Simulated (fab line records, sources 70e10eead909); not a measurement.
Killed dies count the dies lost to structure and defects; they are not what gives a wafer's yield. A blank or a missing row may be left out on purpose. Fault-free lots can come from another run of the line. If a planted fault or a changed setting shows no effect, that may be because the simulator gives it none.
fab line records	flow nand_harc
[record] lots = 13	wafers = 39	last_day = 33
route steps=1302 shown A_BONDPAD@1229 HYBRID_BOND@1237 END@1302
lots with no fault: from the same line, run without faults
start_h: hours from the record's opening day to when the first of the lot's shown wafers began	wait_h: hours from the lot's prior step to this one	" the same as in the row above	L1.1+2: a single row standing in for several wafers	- no value, or no start was given	* or withheld: withheld	< > ~ a bound
route shown NAME@n: names a module that has steps shown in the file, with the first one's number in the route	usual: mean/standard deviation of fault-free wafers	same: alike in all rows	chamber/n: place in a boat	sites: each site's reading	_std_site: the standard deviation of these	_edge_site: the outer-site mean with the inner-site mean subtracted	radius_mm: how far each site lies from the wafer's centre	mask NAME#n: copy n	behind: the last tool/chamber to shape the wafer	hold: why the lot was held/for how many hours/how that ended	device: the transistor (n, p or np) that didn't switch	end of line: the route-end tests of the same wafers	a step without rows: its recipe alone	killed: count of dies lost to structure and defects at first sort (not the wafer's yield)	map: dies across one wafer; x = killed, . = not, _ = none there
set.NAME: the setting that was run; set.NAME@STEP: the one run at that earlier step	model.NAME: the simulator's own value behind a step, which no gauge read
steps of the route over a sample of lots; a table a step, a row a wafer
services: the hour from which a tool's chamber was out of use, counted from the record's first day as start_h (under 0 if before that day), plus the number of hours and why
[[steps]]
[step NHARC_A_BONDPAD_ECD_18]
[recipe] target_thk_a = 4000	bath_temp_c = 25	material = Cu
lot.wafer	tool	chamber	start_h	wait_h
L282.2+4+6	ecd_cu-01	1,0,1	531.54	-
L283.4+5+6	ecd_cu-02	1,1,0	543.02	-
L281.1+3+6	ecd_cu-02	1,0,0	544.40	-
L285.1+3+5	ecd_cu-02	1,0,1	559.16	-
L284.1+6+5	ecd_cu-02	0,0,1	560.87	-
L286.1+3+5	ecd_cu-02	0	581.55	-
L288.1+4+5	ecd_cu-02	1,1,0	612.64	-
L298.1+4+5	ecd_cu-01	1,0,0	708.05	-
L297.2+3+6	ecd_cu-02	0,1,0	711.92	-
L299.1+2+4	ecd_cu-02	1,0,0	712.72	-
L300.2+4+6	ecd_cu-02	0,1,0	720.16	-
L303.2+3+5	ecd_cu-01	1,1,0	750.54	-
L302.3+4+5	ecd_cu-02	0,1,1	751.63	-
[step NHARC_HYBRID_BOND_ACTIVATE_00]
[recipe] time_s = 60	n2_flow_sccm = 200	ar_flow_sccm = 0	bias_power_w = 0	chemistry = N2
[usual] drypump_motor_current_A = 5.7/0.49	oes_product_au = 1.005/0.015	rf_vpp_V = 64.0/0.82	showerhead_plenum_p_Torr = 1.77/0.061
lot.wafer	tool	chamber	start_h	wait_h	drypump_motor_current_A	oes_product_au	rf_hours_counter_h	rf_vpp_V	showerhead_plenum_p_Torr
L282.4	rie_diel-11	3	532.79	0.1	6.2	1.020	7	62.4	1.80
L282.2	"	1	"	"	6.3	1.000	8	62.7	1.75
L282.6	"	3	"	"	6.2	1.012	-	64.1	1.80
L283.4	rie_diel-11	3	544.27	0.1	6.1	1.027	7	63.4	1.80
L283.5	"	0	"	"	5.3	1.006	-	63.4	1.71
L283.6	"	1	"	"	6.3	1.004	-	64.9	1.75
L281.1	rie_diel-13	3	545.72	0.1	6.0	0.982	6	63.6	1.74
L281.3	"	1	"	"	6.5	1.003	6	63.5	1.88
L281.6	"	0	"	"	5.3	0.998	-	63.6	1.75
L285.3	rie_diel-11	3	560.46	0.1	6.1	1.029	9	64.9	1.79
L285.1	"	1	"	"	6.3	1.007	10	64.2	1.75
L285.5	"	2	"	"	5.3	1.018	-	63.5	1.87
L284.1	rie_diel-04	0	562.22	0.1	5.9	1.028	8	64.1	1.80
L284.6	"	1	"	"	5.8	1.013	-	63.3	1.81
L284.5	"	2	"	"	5.0	1.012	-	64.7	1.77
L286.1	rie_diel-11	1	582.81	0.1	6.3	1.001	12	63.4	1.75
L286.3	"	2	"	"	5.4	1.016	12	64.1	1.87
L286.5	"	2	"	"	5.4	1.005	-	63.8	1.87
L288.1	rie_diel-13	2	613.96	0.1	4.9	1.006	32	63.1	1.66
L288.4	"	0	"	"	5.3	1.011	34	65.3	1.74
L298.1	rie_diel-11	3	709.39	0.1	6.2	1.023	8	65.4	1.79
L298.4	"	0	"	"	5.3	1.003	-	64.1	1.71
L298.5	"	1	"	"	6.3	1.000	-	63.4	1.75
L297.2	rie_diel-11	0	713.19	0.1	5.4	1.015	8	63.5	1.71
L297.3	"	2	"	"	5.4	1.003	7	66.3	1.86
L297.6	"	0	"	"	5.4	1.015	-	62.6	1.71
L299.1	rie_diel-11	1	714.13	0.1	6.3	0.985	8	63.8	1.75
L299.4	"	3	"	"	6.1	1.022	8	63.4	1.79
L299.2	"	0	"	"	5.3	1.008	8	63.1	1.71
L300.4	rie_diel-11	0	721.47	0.1	5.4	1.002	9	64.8	1.71
L300.2	"	1	"	"	6.3	0.993	9	63.2	1.75
L300.6	"	0	"	"	5.4	1.009	-	64.0	1.71
L303.3	rie_diel-13	1	751.82	0.1	6.5	1.011	15	64.5	1.86
L303.2	"	2	"	"	4.9	0.989	14	63.5	1.65
L303.5	"	3	"	"	6.0	0.970	-	64.5	1.72
L302.4	rie_diel-11	0	752.85	0.1	5.4	1.005	12	64.5	1.71
L302.3	"	1	"	"	6.3	0.991	13	65.0	1.75
L302.5	"	0	"	"	5.3	1.005	-	62.9	1.71
[step NHARC_HYBRID_BOND_INSPECT_06]
[recipe] inspect_instrument = ir_void
[usual] raw_defect_count = 93/38
lot.wafer	tool	chamber	start_h	wait_h	raw_defect_count
L282.2	defect_inspect-02	-	541.86	0.1	21
L282.4	"	-	"	"	19
L282.6	"	-	"	"	21
L281.1	defect_inspect-01	-	554.63	0.0	143
L281.3	"	-	"	"	140
L281.6	"	-	"	"	141
L283.4	defect_inspect-02	-	554.65	0.1	170
L283.5	"	-	"	"	162
L283.6	"	-	"	"	134
L285.1	defect_inspect-01	-	569.91	0.0	25
L285.3	"	-	"	"	21
L285.5	"	-	"	"	21
L284.1	defect_inspect-02	-	569.93	0.0	102
L284.5	"	-	"	"	120
L284.6	"	-	"	"	100
L286.1	defect_inspect-01	-	592.16	0.0	119
L286.3	"	-	"	"	134
L286.5	"	-	"	"	122
L288.1	defect_inspect-02	-	625.91	0.0	70
L288.4	"	-	"	"	81
L298.1	defect_inspect-01	-	719.87	0.0	83
L298.4	"	-	"	"	89
L298.5	"	-	"	"	80
L297.2	defect_inspect-02	-	719.89	0.1	72
L297.3	"	-	"	"	73
L297.6	"	-	"	"	81
L299.1	defect_inspect-01	-	723.58	0.0	129
L299.2	"	-	"	"	125
L299.4	"	-	"	"	153
L300.2	defect_inspect-01	-	731.05	0.1	120
L300.4	"	-	"	"	128
L300.6	"	-	"	"	163
L303.2	defect_inspect-01	-	761.31	0.1	84
L303.3	"	-	"	"	92
L303.5	"	-	"	"	97
L302.3	defect_inspect-01	-	761.34	0.1	91
L302.4	"	-	"	"	87
L302.5	"	-	"	"	102
[step NHARC_END_SORT_01]
[recipe] temp_c = 25
[usual] defect_limited_yield = 90/3.1	killed_at_array = 59/20	killed_at_other = 0.8/1.1	killed_at_periphery = 5/3.1	killed_dies = 64/21	killed_open = 3.4/1.9	killed_short = 2.3/1.7
[same] gross_dies = 677
lot.wafer	tool	chamber	start_h	wait_h	defect_limited_yield[%]	killed_at_array	killed_at_other	killed_at_periphery	killed_dies	killed_open	killed_short
L288.1	prober-01	0	645.57	2.5	94	43	0	0	43	1	2
L288.4	prober-01	0	647.96	3.4	92	52	0	1	53	3	1
L288.5	prober-01	0	648.75	3.7	0	676	0	1	677	4	0
// killed by level:class
L288.1 A_CHANNEL_HOLE_D2:chamber_film_flake=32 A_CHANNEL_HOLE_D1:chamber_film_flake=3 A_WL_FILL:chamber_film_flake=2 A_CHANNEL_FILL_D1:geometric_particle:short=1 A_DECK1_JOINT:geometric_particle:short=1 A_CHANNEL_FILL_D2:geometric_particle:open=1 A_STAIRCASE:chamber_film_flake=1 A_SLIT:chamber_film_flake=1
L288.4 A_CHANNEL_HOLE_D2:chamber_film_flake=37 A_CHANNEL_HOLE_D1:chamber_film_flake=3 A_STAIRCASE:chamber_film_flake=3 A_SLIT:chamber_film_flake=3 A_CHANNEL_FILL_D1:geometric_particle:short=1 A_DECK1_JOINT:geometric_particle:open=1 A_WL_FILL:geometric_particle:open=1 A_CONTACT:geometric_particle:open=1
L288.5 A_BONDPAD:area_ecd=633 A_CHANNEL_HOLE_D2:chamber_film_flake=29 A_CHANNEL_HOLE_D1:chamber_film_flake=6 A_STAIRCASE:chamber_film_flake=2 A_BONDPAD:chamber_film_flake=2 P_M1:geometric_particle:open=1 A_CHANNEL_FILL_D1:geometric_particle:open=1 A_CHANNEL_HOLE_D2:geometric_particle:open=1
[[services]]
tool	chamber	start_h	hours	kind
ecd_cu-01	-	512.00	8.0	pm
rie_diel-11	0	515.02	-	clean
rie_diel-11	1	515.02	-	clean
rie_diel-11	2	515.02	-	clean
rie_diel-11	3	515.02	-	clean
rie_diel-13	-	519.17	9.0	pm
rie_diel-04	-	532.03	9.0	pm
rie_diel-11	0	539.52	-	clean
rie_diel-11	1	539.52	-	clean
rie_diel-11	2	539.52	-	clean
rie_diel-11	3	539.52	-	clean
rie_diel-13	2	547.64	2.1	repair
rie_diel-11	0	564.02	-	clean
rie_diel-11	1	564.02	-	clean
ecd_cu-02	-	596.06	8.0	pm
rie_diel-11	-	609.83	9.0	pm
rie_diel-13	2	631.91	3.7	repair
ecd_cu-02	-	670.26	2.3	repair
ecd_cu-01	-	688.00	8.0	pm
rie_diel-13	-	697.21	9.0	pm
rie_diel-11	2	704.37	5.1	repair
rie_diel-04	-	709.03	9.0	pm
ecd_cu-01	-	732.48	3.0	repair
rie_diel-04	-	741.02	0.7	repair
[[key]]
[first_sign] step = NHARC_END_SORT_01	reading = killed_at_array	direction = up	sigmas = 32	usual = 59	struck = 676
[effect] step = NHARC_END_SORT_01	reading = defect_limited_yield	direction = down	sigmas = 30	usual = 90	struck = 0
[more_kills_born_at] NHARC_A_BONDPAD_ECD_18@ecd_cu-02 = 633
met_at NHARC_A_BONDPAD_ECD_18
struck_lots L288
struck_wafers L288.5
later_rows_left_out L288.5
not_acting_at NHARC_HYBRID_BOND_ACTIVATE_00,NHARC_HYBRID_BOND_INSPECT_06
onset_between 581.55 612.64
[fault] kind = process_parameter_drift	tool = ecd_cu-02	chamber = 0	onset_h = 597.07	steps = NHARC_A_BONDPAD_ECD_18	channel = target_thk_a	offset = *	shape = step	end_h = 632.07	acts_in = *	stated = *
// later_rows_left_out: the simulator's readings of these wafers behind a module that went badly wrong aren't trusted and aren't shown, but for the sort
